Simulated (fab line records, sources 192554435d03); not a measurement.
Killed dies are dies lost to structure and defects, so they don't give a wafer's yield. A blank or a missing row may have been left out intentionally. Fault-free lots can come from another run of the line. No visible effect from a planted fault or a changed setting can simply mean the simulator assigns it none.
What tool caused it? ; flow n5Finfet ; 36 wafers from 12 lots sampled at 5 of the route's 1938 steps

== WHAT EACH GAUGE READ, for each wafer ==
N5_BEOL_M5_CD_MEAS_11: the cd target is 27.74 nm.
lot;measured;on;cdNm (nm)
L074;day 8 06:04;cdSem-02;28.14 28.32 28.07
L077;day 8 16:14;cdSem-01;27.65 27.92 27.72
L079;day 9 07:13;cdSem-03;27.84 27.48 28.11
L081;day 9 23:12;cdSem-03;27.96 27.92 28.03
L082;day 10 03:59;cdSem-02;28.20 28.19 27.90
L085;day 10 23:13;cdSem-01;28.06 28.14 27.87
L087;day 11 04:00;cdSem-03;28.19 28.25 28.08
L088;day 11 21:02;cdSem-01;27.79 28.12 27.77
L092;day 12 08:16;cdSem-02;28.37 27.96 27.99
L093;day 13 06:59;cdSem-01;28.27 27.98 28.17
L094;day 13 09:39;cdSem-03;28.44 28.00 27.66
L097;day 13 12:10;cdSem-01;27.61 28.20 27.91

== TOOL THAT RAN EACH LOT (tool first, then ch and the chambers of the sampled wafers, then the start) ==
lot;N5_BEOL_M4_STRIP_97;N5_BEOL_M4_SURFACE_TREAT_85;N5_BEOL_M4_ANNEAL_51;N5_BEOL_M5_CURE_79
L074;rieDiel-02 ch 1,2, day 7 23:52 or earlier;pvdSputter-03, day 7 23:52;rtpAnneal-01 ch 0, day 8 02:06;uvCure-01 ch 1, day 8 04:02
L077;rieDiel-02 ch 1,2,3, day 8 09:00 or earlier;pvdSputter-01, day 8 09:00;rtpAnneal-01 ch 0, day 8 11:26;uvCure-01 ch 0, day 8 13:29
L079;rieDiel-06 ch 0,3, day 9 00:20 or earlier;pvdSputter-01, day 9 00:20;rtpAnneal-01 ch 0, day 9 02:31;uvCure-01 ch 0, day 9 04:31
L081;rieDiel-06 ch 0,1, day 9 17:09 or earlier;pvdSputter-01, day 9 17:09;rtpAnneal-01 ch 0, day 9 19:37;uvCure-01 ch 0, day 9 21:43
L082;rieDiel-04 ch 0,2,3, day 9 22:43 or earlier;pvdSputter-03, day 9 22:43;rtpAnneal-01 ch 0, day 10 00:56;uvCure-01 ch 2, day 10 02:55
L085;rieDiel-06 ch 1,2,3, day 10 17:08 or earlier;pvdSputter-01, day 10 17:08;rtpAnneal-01 ch 0, day 10 19:25;uvCure-03 ch 0, day 10 21:31
L087;rieDiel-06 ch 0,1, day 10 21:32 or earlier;pvdSputter-03, day 10 21:32;rtpAnneal-01 ch 0, day 11 00:05;uvCure-01 ch 1, day 11 02:07
L088;rieDiel-06 ch 0,1,2, day 11 14:48 or earlier;pvdSputter-01, day 11 14:48;rtpAnneal-02 ch 0, day 11 17:05;uvCure-02 ch 2, day 11 19:22
L092;rieDiel-04 ch 0,2, day 12 02:53 or earlier;pvdSputter-02, day 12 02:53;rtpAnneal-02 ch 0, day 12 05:04;uvCure-02 ch 0, day 12 07:01
L093;rieDiel-06 ch 0,1,3, day 13 01:07 or earlier;pvdSputter-01, day 13 01:07;rtpAnneal-02 ch 0, day 13 03:29;uvCure-02 ch 1, day 13 05:32
L094;rieDiel-06 ch 0,1,2, day 13 04:07 or earlier;pvdSputter-02, day 13 04:07;rtpAnneal-01 ch 0, day 13 06:35;uvCure-02 ch 2, day 13 08:34
L097;rieDiel-02 ch 0,1, day 13 06:36 or earlier;pvdSputter-02, day 13 06:36;rtpAnneal-02 ch 0, day 13 08:56;uvCure-02 ch 1, day 13 10:52
- N5_BEOL_M4_STRIP_97: strips in N2/H2, time 10 s.
- N5_BEOL_M4_SURFACE_TREAT_85
- N5_BEOL_M4_ANNEAL_51: time 90 s.
- N5_BEOL_M5_CURE_79: cures SiCOH lowk, time 240 s.

== THE ANSWER, worked out from the rows above alone ==
Rule: usual is defined by the lots themselves. The widest of any qualifying gaps counts: lots, ordered by their means at a reading, are off when they make up no more than a third of the lots, leave a main group of 4 or more, and stand apart from it by 3 or more times the standard deviation of that group's means. If all means in a main group match to the digits the tables above print for the reading, that group is not used. Also off: a lot with no number at a reading for which 4 or more lots have one. Any other lot the step has rows for is counted as sound.
No lot is off at any reading shown: from this, nothing can be told.

== WHAT HAD BEEN PUT IN BY THE SIMULATOR ==
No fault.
